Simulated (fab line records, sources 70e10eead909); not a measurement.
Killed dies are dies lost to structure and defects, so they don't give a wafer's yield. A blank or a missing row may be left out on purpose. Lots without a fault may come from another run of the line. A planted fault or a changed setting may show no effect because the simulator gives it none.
One fault seen from 2 desks | flow nand_harc | each desk has only its own numbers; what lay behind them comes last

THE METROLOGY DESK
What the gauges read, lot by lot, whatever tool the lot ran on: means of the sampled wafers that have a number. A lot is out of limits, marked OUT, if its mean lies more than 4 standard deviations from the usual mean; the brackets give that distance.
Columns: A = cd_nm at NHARC_P_ZERO_WELL_CD_MEAS_24, usual 720.2 nm
lot  | first seen here | A
L687 | day 1 14:20     | 720.4
L689 | day 2 02:27     | 719.4
L690 | day 2 08:35     | 719.7
L694 | day 3 08:37     | 719.5
L695 | day 3 14:38     | 720.6
L696 | day 3 20:29     | 722.7
L700 | day 4 21:03     | 720.6
L701 | day 5 02:59     | 720.9
L705 | day 6 02:35     | 718.2
L706 | day 6 08:22     | 717.6
L708 | day 6 20:35     | 720.2
L710 | day 7 08:27     | 721.9
This desk's finding: nothing out of limits on any of the 12 lots.

THE DEFECT DESK
What the inspections along the route counted, lot by lot: means of the sampled wafers that have a number. A lot is out of limits, marked OUT, if its mean lies more than 4 standard deviations from the usual mean; the brackets give that distance.
Columns: A = raw_defect_count at NHARC_P_STI_INSPECT_25, usual 224; B = raw_defect_count at NHARC_P_GATE_INSPECT_28, usual 6.0; C = raw_defect_count at NHARC_P_GATE_INSPECT_68, usual 211
lot  | first seen here | A              | B                       | C
L687 | day 3 14:46     | 394            | 4.3                     | 364
L689 | day 4 06:06     | 255            | 4.3                     | 229
L690 | day 4 06:06     | 248            | 8.7                     | 208
L694 | day 5 12:56     | 148            | 4.3                     | 145
L695 | day 5 22:55     | 285            | 11.7                    | 276
L696 | day 5 22:55     | 638 (+5.5) OUT | 392.3 (+99 or more) OUT | 586 (+5.1) OUT
L700 | day 7 02:20     | 622 (+5.2) OUT | 404.7 (+99 or more) OUT | 586 (+5.1) OUT
L701 | day 7 08:51     | 568 (+4.5) OUT | 407.3 (+99 or more) OUT | 571 (+4.9) OUT
L705 | day 8 07:07     | 225            | 6.0                     | 245
L706 | day 8 07:07     | 167            | 3.3                     | 184
L708 | day 8 19:11     | 191            | 7.7                     | 162
L710 | day 9 10:28     | 231            | 6.3                     | 228
This desk's finding: out of limits on L696, L700, L701; first on L696, day 5 22:55 (raw_defect_count at NHARC_P_STI_INSPECT_25). In limits: L687, L689, L690, L694, L695, L705, L706, L708, L710.

PUT TOGETHER
The defect desk could have raised an alarm at day 5 22:55, on L696, L700, L701.
The metrology desk saw nothing out of limits.
The metrology desk has L696, L700, L701 on record, within its limits.
Of the lots named, all ran NHARC_P_STI_STRIP_24 on wet_bench-04.

WHAT THE SIMULATOR HAD PUT IN
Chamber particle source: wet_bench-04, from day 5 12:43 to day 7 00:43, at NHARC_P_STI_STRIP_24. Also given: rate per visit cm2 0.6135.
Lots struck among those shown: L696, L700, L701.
Hours from the fault's start to each desk's first reading out of limits: the defect desk, 10.
